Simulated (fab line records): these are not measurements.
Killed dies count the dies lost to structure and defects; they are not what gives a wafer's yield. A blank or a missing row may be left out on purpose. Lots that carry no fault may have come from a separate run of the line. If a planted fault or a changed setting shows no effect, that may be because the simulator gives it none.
A struck lot beside a sound one || flow n5-finfet || 40 steps out of a route of 1938
Sound: the wafers L718.1, L718.2, L718.5. Wafers struck: L722.1, L722.4, L722.6. The cause is named last.
Order at every step that has rows: each side's tool, ch and its chambers, its first start. Under that, the readings that differ: sound wafers || struck wafers || difference of the means || sigmas: that difference in standard deviations of wafers without a fault.
alike: readings with means less than 2 such deviations apart, plus words and numbers identical on both sides. not compared: withheld readings, readings lacking a value on some wafer, bounds such as >300 that could conceal the same value, and numbers that have no deviation in the record and whose values overlap.
Wherever a step has rows on one side only, a row that says differs or no value, or a row with sigmas, the two part there. When numbers do not overlap yet have no deviation, they are printed without sigmas and do not part them. Lack of a reading on every wafer of one side parts them only where that side has two or more wafers.

first, 11 steps without rows for these wafers: N5_BEOL_M0_SAQP_PECVD_03 (deposits SiCN from 3MS/NH3, target thk 12 nm, time 21.1 s); N5_BEOL_M0_SAQP_PECVD_96 (deposits a-Si from SiH4/He, target thk 45 nm, time 45.2 s); N5_BEOL_M0_SAQP_PECVD_97 (deposits SiNx from SiH4/NH3/N2, target thk 23 nm, time 19.9 s); N5_BEOL_M0_SAQP_PECVD_04 (deposits a-Si from SiH4/He, target thk 60 nm, time 60.2 s); N5_BEOL_M0_SAQP_HM_DEP_111 (deposits SiO2 from SiH4/N2O, target thk 12 nm, time 7.2 s); N5_BEOL_M0_SAQP_COAT_81 (time 60 s, resist thk 100 nm); N5_BEOL_M0_SAQP_COAT_82 (time 60 s, resist thk 30 nm); N5_BEOL_M0_SAQP_COAT_08 (resist thk 90 nm); N5_BEOL_M0_SAQP_EBR_10; N5_BEOL_M0_SAQP_SOFTBAKE_09 (time 60 s); N5_BEOL_M0_SAQP_EXPOSE_11 (exposes mask M0 CORE, target cd 42 nm).
N5_BEOL_M0_SAQP_PEB_12: peb time 60 s.
  sound on litho-track-01 ch 0, day 7 15:58; struck on litho-track-01 ch 0, day 9 00:47
then, 1 step without rows for these wafers: N5_BEOL_M0_SAQP_DEVELOP_13 (develop time 30 s).
N5_BEOL_M0_SAQP_CD_MEAS_14 targets a cd of 42.5 nm.
  sound on cd-sem-02 ch 0, day 7 16:02; struck on cd-sem-02 ch 0, day 9 00:52
{"reading": "cd-nm (nm)", "sound": "42.7 43.2 42.4", "struck": "49.0 49.2 49.1", "difference": "+6.3", "sigmas": "+16"}
then, 24 steps without rows for these wafers: N5_BEOL_M0_SAQP_DESCUM_19 (chemistry O2, time 7.9 s); N5_BEOL_M0_SAQP_ETCH_83 (etches SiARC in CF4, target depth 39 nm, time 65 s); N5_BEOL_M0_SAQP_ETCH_84 (etches SOC in N2/H2, target depth 100 nm, overetch 20 nm, time 150 s); N5_BEOL_M0_SAQP_STRIP_80 (strips in N2/H2); N5_BEOL_M0_SAQP_HM_OPEN_112 (chemistry CHF3/O2, target SiO2, stops on a-Si, target depth 12 nm, time 13.5 s); N5_BEOL_M0_SAQP_STRIP_113 (strips in CHF3/O2); N5_BEOL_M0_SAQP_MANDREL_ETCH_20 (etches a-Si in HBr/Cl2, stops on SiNx, target depth 60 nm, bt time 10 s, time 30 s); N5_BEOL_M0_SAQP_STRIP_86 (strips in N2/H2); N5_BEOL_M0_SAQP_STRIP_115 (strips in post etch residue remover, time 60 s); N5_BEOL_M0_SAQP_SRD_93 (time 30 s); N5_BEOL_M0_SAQP_RECESS_114 (chemistry HF/NH3, target SiO2, target depth 14.4 nm, afs cycles 3, sublimation time 60 s); N5_BEOL_M0_SAQP_SPACER1_ALD_98 (deposits SiO2, target thk 12.8 nm, pulse time 1 s, purge time 2 s); N5_BEOL_M0_SAQP_SPACER1_ETCHBACK_99 (etches SiO2 in CHF3/O2, target depth 15.4 nm, time 7.7 s); N5_BEOL_M0_SAQP_MANDREL1_REMOVE_100 (chemistry HBr/Cl2/O2, target a-Si, stops on SiNx, bt time 10 s); N5_BEOL_M0_SAQP_ETCH_101 (etches SiNx in CH3F/O2, target depth 29.9 nm, time 42.7 s); N5_BEOL_M0_SAQP_ETCH_102 (etches SiO2 in CF4, target depth 4 nm, time 4.4 s); N5_BEOL_M0_SAQP_MANDREL_ETCH_103 (etches a-Si in HBr/Cl2, stops on SiCN, target depth 45 nm, bt time 10 s, time 27 s); N5_BEOL_M0_SAQP_RECESS_104 (chemistry HF/NH3, target SiO2, target depth 18 nm, afs cycles 3, sublimation time 60 s); N5_BEOL_M0_SAQP_COAT_105 (time 60 s, resist thk 100 nm); N5_BEOL_M0_SAQP_ETCH_106 (etches SOC in N2/H2, stops on SiNx, target depth 150 nm); N5_BEOL_M0_SAQP_ETCH_107 (etches SiNx in CH3F/O2, target depth 30 nm); N5_BEOL_M0_SAQP_STRIP_108 (strips in N2/H2); N5_BEOL_M0_SAQP_RECESS_109 (chemistry HF/NH3, target SiO2, target depth 3 nm, afs cycles 1, sublimation time 60 s); N5_BEOL_M0_SAQP_SPACER2_ALD_26 (deposits SiO2, target thk 15 nm, pulse time 1 s, purge time 2 s).
-- here the record skips 3 days between the struck wafers' starts before and after, leaving off in module BEOL_M0_SAQP and picking up in module BEOL_M4 (first step shown: number 1111 of the route) --
N5_BEOL_M4_RC_MEAS_101:
  sound on prober-01 ch 0, day 10 07:58; struck on prober-02 ch 0, day 12 12:39
  alike: DIBL_N, DIBL_P, IOFF_N, IOFF_P, ION_N, ION_P, SS_N, SS_P, VT_N, VT_P
-- a jump in the record: the struck wafers' starts before and after are 4 days apart (it breaks off in module BEOL_M4 and resumes in module PASSIVATION, where the first step shown is number 1936 of the route) --
N5_PASSIVATION_PROBE_49:
  struck on prober-01, day 16 19:55; sound on prober-01, day 14 19:29
{"reading": "defect-limited-yield (%)", "sound": "91.4 90.5 93.1", "struck": "74.1 76.7 77.7", "difference": -15.5, "sigmas": -10}
{"reading": "killed_at_M0_to_M3", "sound": "31 31 31", "struck": "242 234 207", "difference": "+197", "sigmas": "+20"}
{"reading": "killed-dies", "sound": "102 112 82", "struck": "306 275 263", "difference": "+183", "sigmas": "+10"}
{"reading": "killed-on-rim", "sound": "11 12 8", "struck": "85 88 83", "difference": "+75", "sigmas": "+16"}
{"reading": "sort-n-pass", "sound": "1078 1068 1098", "struck": "874 905 917", "difference": -183, "sigmas": -10}
{"reading": "sort-yield-pct (%)", "sound": "91.4 90.5 93.1", "struck": "74.1 76.7 77.7", "difference": -15.5, "sigmas": -10}
  alike: killed_at_M4_up, killed-at-contacts, killed-at-front-end, killed-at-other, killed-open, killed-short, sort_bin_4_leakage, sort_bin_5_function, sort_bin_6_memory

WHERE THEY PART
At N5_BEOL_M0_SAQP_CD_MEAS_14 first; at N5_PASSIVATION_PROBE_49 last (within this record only).

WHY: what the simulator had put in
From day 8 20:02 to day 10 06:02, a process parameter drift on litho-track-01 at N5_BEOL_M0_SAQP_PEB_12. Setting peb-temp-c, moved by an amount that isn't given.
